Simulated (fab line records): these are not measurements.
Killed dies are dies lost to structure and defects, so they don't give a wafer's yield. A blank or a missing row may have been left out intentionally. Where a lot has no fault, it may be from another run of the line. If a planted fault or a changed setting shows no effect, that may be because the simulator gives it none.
Split-lot trial | flow n5Finfet | 7 lots, 21 wafers read, on a route of 1938 steps

== ABOUT THE SPLIT ==
At N5_BEOL_M3_ETCH_64 (etches SOC in N2/H2, target depth 75 nm, overetch 15 nm, time 112.5 s), the setting biasW was moved away from the recipe's 150 W on 9 of the 21 wafers read, by -17.9% to +15.0%. All remaining wafers had this setting at the recipe value.

The reading is taken at the split's own step.

== THE READING ==
rfVppV, in V, at N5_BEOL_M3_ETCH_64 (etches SOC in N2/H2, target depth 75 nm, overetch 15 nm, time 112.5 s). Fault-free wafers of this fab line usually give 524.6 V, standard deviation 1.8 V.

wafer  | tool, chamber at the split | biasW as run, W | against the recipe | rfVppV, V | against lot-mates on the recipe
L074.2 | rieDiel-05, 1              | 150             | recipe             | 523.6     | -
L074.5 | rieDiel-05, 1              | 150             | recipe             | 523.4     | -
L074.6 | rieDiel-05, 2              | 166.2           | +10.8%             | 561.0     | +37.5
L076.2 | rieDiel-06, 3              | 150             | recipe             | 522.1     | -
L076.3 | rieDiel-06, 1              | 150             | recipe             | 526.3     | -
L076.5 | rieDiel-06, 1              | 125.1           | -16.6%             | 468.8     | -55.4
L082.1 | rieDiel-03, 0              | 150             | recipe             | 524.1     | -
L082.3 | rieDiel-03, 3              | 150             | recipe             | 524.8     | -
L082.6 | rieDiel-03, 2              | 128.7           | -14.2%             | 473.3     | -51.2
L083.1 | rieDiel-03, 0              | 150             | recipe             | 524.6     | -
L083.2 | rieDiel-03, 1              | 150             | recipe             | 526.8     | -
L083.6 | rieDiel-03, 0              | 150             | recipe             | 523.5     | -
L084.1 | rieDiel-03, 3              | 150             | recipe             | 525.4     | -
L084.5 | rieDiel-03, 2              | 123.2           | -17.9%             | 460.9     | -64.5
L084.6 | rieDiel-03, 3              | 123.2           | -17.9%             | 465.2     | -60.2
L085.2 | rieDiel-05, 2              | 172.5           | +15.0%             | 574.2     | +50.8
L085.3 | rieDiel-05, 1              | 172.5           | +15.0%             | 570.5     | +47.1
L085.6 | rieDiel-05, 3              | 150             | recipe             | 523.4     | -
L086.1 | rieDiel-03, 0              | 159.9           | +6.6%              | 545.3     | +19.4
L086.2 | rieDiel-03, 2              | 159.9           | +6.6%              | 545.2     | +19.3
L086.3 | rieDiel-03, 3              | 150             | recipe             | 525.9     | -

FIT RESULTS
A straight line over all 21 wafers: rfVppV changes by +3.36 V for each +1% of biasW; r = +1.00; the points scatter about the line by 1.8 V.
The same after taking each lot's own level away (the mean of its wafers on the recipe; 21 wafers): +3.39 V for each +1%; r = +1.00; scatter 1.8 V.
The reading moves by 61 V for the largest change in biasW, on that fit.
The lots' own levels span 523.40 to 525.90 V, that is 1.4 times the standard deviation above.
Hence the lot-to-lot level has little effect on the slope; both slopes agree.
Check: with one of the wafers moved furthest among these (-17.9%) left out of the fit, the line predicts -60.3 V for it against its lot-mates. Against them it came out at -64.5 V.
Tool readings at the split's step, against how far the setting was moved: rfVppV r = +1.00.

== THE OTHER SPLITS THESE WAFERS WENT THROUGH ==
Other splits were also applied to these wafers ahead of the reading. Each is held against what the fit with the lots' levels taken away leaves over:
other split on the same wafers | wafers away from the commonest value | r with rfVppV (lot level and that fit taken away)
N5_BEOL_M2_ILD_DEP_00 timeS    | 12                                   | -0.36
N5_BEOL_M2_COAT_22 spinRpm     | 4                                    | -0.19
N5_BEOL_M2_ETCH_69 biasW       | 10                                   | +0.16
N5_BEOL_M3_EXPOSE_08 doseMj    | 7                                    | -0.13

== THE WHOLE CHAIN: every reading that the file lists as answering this split, in the file's order ==
step               | what it does                                                          | reading                                                                         | change (the file's fit)                | r (the file's)
N5_BEOL_M3_ETCH_64 | etches SOC in N2/H2, target depth 75 nm, overetch 15 nm, time 112.5 s | rfVppV                                                                          | +3.41 V for each +1% of the setting    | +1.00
N5_BEOL_M3_ETCH_64 | etches SOC in N2/H2, target depth 75 nm, overetch 15 nm, time 112.5 s | SiARC_of_BEOL_M3_COAT_62.thkNm (the simulator's own value, which no gauge read) | -0.0709 nm for each +1% of the setting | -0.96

== THE FILE'S OWN FIT ==
rfVppV changes by +3.41 V for each +1% of biasW, r = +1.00.
